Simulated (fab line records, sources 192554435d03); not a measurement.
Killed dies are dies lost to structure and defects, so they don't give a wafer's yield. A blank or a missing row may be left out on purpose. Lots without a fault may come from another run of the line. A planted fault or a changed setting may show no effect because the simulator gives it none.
Split-lot experiment | flow n5_finfet | 7 lots, 21 wafers read, on a route of 1938 steps

THE SPLIT
At N5_BEOL_M15_SPUTTER_44 (material Ta, target thk 15 nm, time 24.19 s), the setting power_w was moved away from the recipe's 15000 W on 10 of the 21 wafers read, by -16.8% to +15.3%. The other wafers ran this setting at the recipe's value.

The reading is taken at the split's own step.

THE READING
Ta_of_BEOL_M15_SPUTTER_44.thk_nm (the simulator's own value, which no gauge read), in nm, at N5_BEOL_M15_SPUTTER_44 (material Ta, target thk 15 nm, time 24.19 s). The file gives no usual value for it. The 11 wafers here that ran the recipe average 14.9 nm, standard deviation 0.22 nm.

wafer  | tool, chamber at the split | power_w as run, W | against the recipe | Ta_of_BEOL_M15_SPUTTER_44.thk_nm, nm | against lot-mates on the recipe
L085.1 | pvd_sputter-01, -          | 17290             | +15.3%             | 17                                   | +2.2
L085.5 | pvd_sputter-01, -          | 17290             | +15.3%             | 17                                   | +2.2
L085.6 | pvd_sputter-01, -          | 15000             | recipe             | 14.8                                 | -
L086.2 | pvd_sputter-01, -          | 15000             | recipe             | 15                                   | -
L086.3 | pvd_sputter-01, -          | 15000             | recipe             | 14.8                                 | -
L086.6 | pvd_sputter-01, -          | 16960             | +13.1%             | 17                                   | +2.1
L087.1 | pvd_sputter-03, -          | 15000             | recipe             | 14.6                                 | -
L087.4 | pvd_sputter-03, -          | 13290             | -11.4%             | 13.2                                 | -1.5
L087.5 | pvd_sputter-03, -          | 15000             | recipe             | 14.8                                 | -
L089.1 | pvd_sputter-03, -          | 15000             | recipe             | 14.8                                 | -
L089.5 | pvd_sputter-03, -          | 15000             | recipe             | 14.8                                 | -
L089.3 | pvd_sputter-03, -          | 13010             | -13.3%             | 13                                   | -1.8
L093.1 | pvd_sputter-03, -          | 15000             | recipe             | 14.8                                 | -
L093.2 | pvd_sputter-03, -          | 13610             | -9.3%              | 13.4                                 | -1.4
L093.4 | pvd_sputter-03, -          | 13610             | -9.3%              | 13.6                                 | -1.2
L095.1 | pvd_sputter-02, -          | 15000             | recipe             | 15.4                                 | -
L095.2 | pvd_sputter-02, -          | 15000             | recipe             | 14.8                                 | -
L095.4 | pvd_sputter-02, -          | 15000             | recipe             | 15.2                                 | -
L096.1 | pvd_sputter-03, -          | 12480             | -16.8%             | 12.8                                 | no lot-mate on the recipe
L096.3 | pvd_sputter-03, -          | 12480             | -16.8%             | 13                                   | no lot-mate on the recipe
L096.4 | pvd_sputter-03, -          | 12480             | -16.8%             | 12.6                                 | no lot-mate on the recipe

THE FIT
A straight line over all 21 wafers: Ta_of_BEOL_M15_SPUTTER_44.thk_nm changes by +0.137 nm for each +1% of power_w; r = +0.99; the points scatter about the line by 0.22 nm.
The same after taking each lot's own level away (the mean of its wafers on the recipe; 18 wafers): +0.143 nm for each +1%; r = +0.99; scatter 0.14 nm.
On that fit, the largest move of power_w shifts the reading by 2.4 nm.
The lots' own levels span 14.70 to 15.13 nm, that is 2.0 times the standard deviation above.
So the lot-to-lot level changes the slope little: the two slopes agree.
Check: with one of the wafers moved furthest among these (+15.3%) left out of the fit, the line predicts +2.22 nm for it against its lot-mates. It came out at +2.2 nm against them.

OTHER SPLITS ON THESE WAFERS
These wafers also went through other splits before the reading. Each is held against what the fit with the lots' levels taken away leaves over:
other split on the same wafers    | wafers away from the commonest value | r with Ta_of_BEOL_M15_SPUTTER_44.thk_nm (lot level and that fit taken away)
N5_BEOL_M14_TRENCH_ETCH_34 time_s | 5                                    | -0.28
N5_BEOL_M15_TRENCH_ETCH_34 bias_w | 5                                    | -0.22

THE FILE'S OWN FIT
Ta_of_BEOL_M15_SPUTTER_44.thk_nm changes by +0.143 nm for each +1% of power_w, r = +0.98.
